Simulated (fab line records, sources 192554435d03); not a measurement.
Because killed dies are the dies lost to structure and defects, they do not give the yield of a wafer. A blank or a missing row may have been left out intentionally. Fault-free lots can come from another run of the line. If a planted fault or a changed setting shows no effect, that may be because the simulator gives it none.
Lot-split experiment || flow n5 finfet || 21 wafers read across 7 lots, on a route 1938 steps long

== SPLIT DETAILS ==
At N5_BEOL_M11_HM_DEP_02 (deposits TiN, target thk 20 nm), the setting target thk a was moved away from the recipe's 200 angstrom on 6 of the 21 wafers read, by -12.7% to +10.7%. The other wafers ran this setting at the recipe's value.

The reading comes from the split's own step.

== THE READING ==
TiN_of_BEOL_M11_HM_DEP_02.thk nm (the simulator's own value, which no gauge read), in nm, at N5_BEOL_M11_HM_DEP_02 (deposits TiN, target thk 20 nm). The file does not state a usual value for it. Here, 15 wafers ran the recipe; their average is 19.9 nm with a standard deviation of 0.14 nm.

{"wafer": "L076.1", "tool, chamber at the split": "pvd sputter-02, -", "target thk a as run, angstrom": 221.5, "against the recipe": "+10.7%", "TiN_of_BEOL_M11_HM_DEP_02.thk nm, nm": 21.6, "against lot-mates on the recipe": "+1.8"}
{"wafer": "L076.2", "tool, chamber at the split": "pvd sputter-02, -", "target thk a as run, angstrom": 200, "against the recipe": "recipe", "TiN_of_BEOL_M11_HM_DEP_02.thk nm, nm": 19.8, "against lot-mates on the recipe": "-"}
{"wafer": "L076.5", "tool, chamber at the split": "pvd sputter-02, -", "target thk a as run, angstrom": 221.5, "against the recipe": "+10.7%", "TiN_of_BEOL_M11_HM_DEP_02.thk nm, nm": 21.8, "against lot-mates on the recipe": "+2.0"}
{"wafer": "L077.2", "tool, chamber at the split": "pvd sputter-03, -", "target thk a as run, angstrom": 219.2, "against the recipe": "+9.6%", "TiN_of_BEOL_M11_HM_DEP_02.thk nm, nm": 21.6, "against lot-mates on the recipe": "+1.6"}
{"wafer": "L077.3", "tool, chamber at the split": "pvd sputter-03, -", "target thk a as run, angstrom": 200, "against the recipe": "recipe", "TiN_of_BEOL_M11_HM_DEP_02.thk nm, nm": 20, "against lot-mates on the recipe": "-"}
{"wafer": "L077.4", "tool, chamber at the split": "pvd sputter-03, -", "target thk a as run, angstrom": 219.2, "against the recipe": "+9.6%", "TiN_of_BEOL_M11_HM_DEP_02.thk nm, nm": 21.8, "against lot-mates on the recipe": "+1.8"}
{"wafer": "L085.2", "tool, chamber at the split": "pvd sputter-03, -", "target thk a as run, angstrom": 200, "against the recipe": "recipe", "TiN_of_BEOL_M11_HM_DEP_02.thk nm, nm": 20, "against lot-mates on the recipe": "-"}
{"wafer": "L085.3", "tool, chamber at the split": "pvd sputter-03, -", "target thk a as run, angstrom": 200, "against the recipe": "recipe", "TiN_of_BEOL_M11_HM_DEP_02.thk nm, nm": 20, "against lot-mates on the recipe": "-"}
{"wafer": "L085.5", "tool, chamber at the split": "pvd sputter-03, -", "target thk a as run, angstrom": 200, "against the recipe": "recipe", "TiN_of_BEOL_M11_HM_DEP_02.thk nm, nm": 19.8, "against lot-mates on the recipe": "-"}
{"wafer": "L089.1", "tool, chamber at the split": "pvd sputter-02, -", "target thk a as run, angstrom": 200, "against the recipe": "recipe", "TiN_of_BEOL_M11_HM_DEP_02.thk nm, nm": 20.2, "against lot-mates on the recipe": "-"}
{"wafer": "L089.4", "tool, chamber at the split": "pvd sputter-02, -", "target thk a as run, angstrom": 200, "against the recipe": "recipe", "TiN_of_BEOL_M11_HM_DEP_02.thk nm, nm": 20, "against lot-mates on the recipe": "-"}
{"wafer": "L089.5", "tool, chamber at the split": "pvd sputter-02, -", "target thk a as run, angstrom": 200, "against the recipe": "recipe", "TiN_of_BEOL_M11_HM_DEP_02.thk nm, nm": 20, "against lot-mates on the recipe": "-"}
{"wafer": "L094.2", "tool, chamber at the split": "pvd sputter-02, -", "target thk a as run, angstrom": 200, "against the recipe": "recipe", "TiN_of_BEOL_M11_HM_DEP_02.thk nm, nm": 20, "against lot-mates on the recipe": "-"}
{"wafer": "L094.4", "tool, chamber at the split": "pvd sputter-02, -", "target thk a as run, angstrom": 200, "against the recipe": "recipe", "TiN_of_BEOL_M11_HM_DEP_02.thk nm, nm": 19.8, "against lot-mates on the recipe": "-"}
{"wafer": "L094.6", "tool, chamber at the split": "pvd sputter-02, -", "target thk a as run, angstrom": 200, "against the recipe": "recipe", "TiN_of_BEOL_M11_HM_DEP_02.thk nm, nm": 19.8, "against lot-mates on the recipe": "-"}
{"wafer": "L096.2", "tool, chamber at the split": "pvd sputter-02, -", "target thk a as run, angstrom": 200, "against the recipe": "recipe", "TiN_of_BEOL_M11_HM_DEP_02.thk nm, nm": 20, "against lot-mates on the recipe": "-"}
{"wafer": "L096.5", "tool, chamber at the split": "pvd sputter-02, -", "target thk a as run, angstrom": 200, "against the recipe": "recipe", "TiN_of_BEOL_M11_HM_DEP_02.thk nm, nm": 19.6, "against lot-mates on the recipe": "-"}
{"wafer": "L096.6", "tool, chamber at the split": "pvd sputter-02, -", "target thk a as run, angstrom": 200, "against the recipe": "recipe", "TiN_of_BEOL_M11_HM_DEP_02.thk nm, nm": 19.8, "against lot-mates on the recipe": "-"}
{"wafer": "L097.2", "tool, chamber at the split": "pvd sputter-02, -", "target thk a as run, angstrom": 174.6, "against the recipe": "-12.7%", "TiN_of_BEOL_M11_HM_DEP_02.thk nm, nm": 17.2, "against lot-mates on the recipe": -2.8}
{"wafer": "L097.5", "tool, chamber at the split": "pvd sputter-02, -", "target thk a as run, angstrom": 174.6, "against the recipe": "-12.7%", "TiN_of_BEOL_M11_HM_DEP_02.thk nm, nm": 17.2, "against lot-mates on the recipe": -2.8}
{"wafer": "L097.4", "tool, chamber at the split": "pvd sputter-02, -", "target thk a as run, angstrom": 200, "against the recipe": "recipe", "TiN_of_BEOL_M11_HM_DEP_02.thk nm, nm": 20, "against lot-mates on the recipe": "-"}

THE FIT
A straight line over all 21 wafers: TiN_of_BEOL_M11_HM_DEP_02.thk nm changes by +0.193 nm for each +1% of target thk a; r = +0.99; the points scatter about the line by 0.18 nm.
The same after taking each lot's own level away (the mean of its wafers on the recipe; 21 wafers): +0.197 nm for each +1%; r = +0.99; scatter 0.15 nm.
According to that fit, moving target thk a by its largest amount changes the reading by 2.5 nm.
Across the lots, their own levels run from 19.80 to 20.07 nm, a range of 1.9 times the standard deviation given above.
The two slopes agree, so the slope changes little with the lot-to-lot level.
Check: for one of the wafers moved furthest among these (-12.7%), held out of the fit, the line's prediction against its lot-mates is -2.48 nm. Against them it came out at -2.8 nm.

== ADDITIONAL SPLITS CARRIED BY THESE WAFERS ==
Other splits were also applied to these wafers ahead of the reading. Each is held against what the fit with the lots' levels taken away leaves over:
{"other split on the same wafers": "N5_BEOL_M8_DEVELOP_10 develop time s", "wafers away from the commonest value": 3, "r with TiN_of_BEOL_M11_HM_DEP_02.thk nm (lot level and that fit taken away)": -0.08}
{"other split on the same wafers": "N5_BEOL_M9_ETCH_62 time s", "wafers away from the commonest value": 9, "r with TiN_of_BEOL_M11_HM_DEP_02.thk nm (lot level and that fit taken away)": -0.32}
{"other split on the same wafers": "N5_BEOL_M9_COAT_64 spin rpm", "wafers away from the commonest value": 7, "r with TiN_of_BEOL_M11_HM_DEP_02.thk nm (lot level and that fit taken away)": -0.03}
{"other split on the same wafers": "N5_BEOL_M10_COAT_60 spin rpm", "wafers away from the commonest value": 3, "r with TiN_of_BEOL_M11_HM_DEP_02.thk nm (lot level and that fit taken away)": "+0.12"}

== THE FILE'S OWN FIT ==
TiN_of_BEOL_M11_HM_DEP_02.thk nm changes by +0.196 nm for each +1% of target thk a, r = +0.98.
